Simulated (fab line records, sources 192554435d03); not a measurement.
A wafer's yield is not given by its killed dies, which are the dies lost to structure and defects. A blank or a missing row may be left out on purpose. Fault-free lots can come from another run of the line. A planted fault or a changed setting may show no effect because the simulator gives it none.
Split-lot experiment | flow n5Finfet | 21 wafers read across 7 lots, on a route 1938 steps long

THE SPLIT
At N5_HKMG_FIN_COAT_06 (resist thk 90 nm), the setting spinRpm was moved away from the recipe's 1500 rpm on 6 of the 21 wafers read, by -9.6% to +8.1%. All remaining wafers had this setting at the recipe value.

FROM THE SPLIT TO THE READING: what the file shows between them, 4 steps
- N5_HKMG_FIN_EXPOSE_09: exposes mask NWFM, target cd 98 nm (also split here: doseMj)
- N5_HKMG_FIN_PEB_10: peb time 60 s
- N5_HKMG_FIN_DEVELOP_11: develop time 30 s
- N5_HKMG_FIN_CD_MEAS_12: target cd 92.8 nm

THE READING
CAR-ArF_of_HKMG_FIN_COAT_06.thkNm (the simulator's own value, which no gauge read), in nm, at N5_HKMG_FIN_DESCUM_17 (chemistry O2, time 7.9 s). The file does not state a usual value for it. The 15 wafers here that ran the recipe average 83.4 nm, standard deviation 0.27 nm.

wafer  | tool, chamber at the split | spinRpm as run, rpm | against the recipe | CAR-ArF_of_HKMG_FIN_COAT_06.thkNm, nm | against lot-mates on the recipe
L079.3 | lithoTrack-02, 0           | 1500                | recipe             | 83.4                                  | -
L079.5 | lithoTrack-02, 0           | 1500                | recipe             | 83.4                                  | -
L079.6 | lithoTrack-02, 0           | 1500                | recipe             | 83                                    | -
L084.1 | lithoTrack-05, 0           | 1500                | recipe             | 83.4                                  | -
L084.2 | lithoTrack-05, 0           | 1356                | -9.6%              | 88.4                                  | +5.0
L084.6 | lithoTrack-05, 0           | 1500                | recipe             | 83.4                                  | -
L085.2 | lithoTrack-02, 0           | 1622                | +8.1%              | 80                                    | -3.6
L085.5 | lithoTrack-02, 0           | 1622                | +8.1%              | 80.2                                  | -3.4
L085.6 | lithoTrack-02, 0           | 1500                | recipe             | 83.6                                  | -
L091.1 | lithoTrack-05, 0           | 1500                | recipe             | 83.2                                  | -
L091.4 | lithoTrack-05, 0           | 1500                | recipe             | 83.2                                  | -
L091.5 | lithoTrack-05, 0           | 1500                | recipe             | 83.6                                  | -
L092.3 | lithoTrack-03, 0           | 1500                | recipe             | 83.6                                  | -
L092.4 | lithoTrack-03, 0           | 1500                | recipe             | 84                                    | -
L092.5 | lithoTrack-03, 0           | 1575                | +5.0%              | 81.6                                  | -2.2
L096.2 | lithoTrack-05, 0           | 1406                | -6.3%              | 86.6                                  | +2.8
L096.3 | lithoTrack-05, 0           | 1406                | -6.3%              | 86.8                                  | +3.0
L096.4 | lithoTrack-05, 0           | 1500                | recipe             | 83.8                                  | -
L097.1 | lithoTrack-03, 0           | 1500                | recipe             | 83                                    | -
L097.2 | lithoTrack-03, 0           | 1500                | recipe             | 83.2                                  | -
L097.4 | lithoTrack-03, 0           | 1500                | recipe             | 83.4                                  | -

FIT RESULTS
A straight line over all 21 wafers: CAR-ArF_of_HKMG_FIN_COAT_06.thkNm changes by -0.463 nm for each +1% of spinRpm; r = -0.99; the points scatter about the line by 0.33 nm.
The same after taking each lot's own level away (the mean of its wafers on the recipe; 21 wafers): -0.464 nm for each +1%; r = -0.99; scatter 0.21 nm.
The reading moves by 4.5 nm for the largest change in spinRpm, on that fit.
The lots' own levels span 83.20 to 83.80 nm, that is 2.2 times the standard deviation above.
Hence the lot-to-lot level has little effect on the slope; both slopes agree.
Check: +4.28 nm against its lot-mates is what the line predicts for one of the wafers moved furthest among these (-9.6%) when that wafer is left out of the fit. It came out at +5 nm against them.

FURTHER SPLITS ON THESE WAFERS
Other splits were also applied to these wafers ahead of the reading. Each is held against what the fit with the lots' levels taken away leaves over:
other split on the same wafers | wafers away from the commonest value | r with CAR-ArF_of_HKMG_FIN_COAT_06.thkNm (lot level and that fit taken away)
N5_SD_EPI_P_EPI_21 timeS       | 4                                    | -0.04
N5_HKMG_FIN_COAT_42 spinRpm    | 7                                    | -0.23
N5_HKMG_FIN_EXPOSE_46 doseMj   | 7                                    | -0.38
N5_HKMG_FIN_EXPOSE_09 doseMj   | 4                                    | -0.12

THE WHOLE CHAIN: every reading that the file lists as answering this split, in the file's order
step                  | what it does             | reading                                                                            | change (the file's fit)               | r (the file's)
N5_HKMG_FIN_COAT_06   | resist thk 90 nm         | CAR-ArF_of_HKMG_FIN_COAT_06.thkNm (the simulator's own value, which no gauge read) | -0.486 nm for each +1% of the setting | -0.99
N5_HKMG_FIN_DESCUM_17 | chemistry O2, time 7.9 s | CAR-ArF_of_HKMG_FIN_COAT_06.thkNm (the simulator's own value, which no gauge read) | -0.475 nm for each +1% of the setting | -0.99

THE FILE'S OWN FIT
CAR-ArF_of_HKMG_FIN_COAT_06.thkNm changes by -0.475 nm for each +1% of spinRpm, r = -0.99.
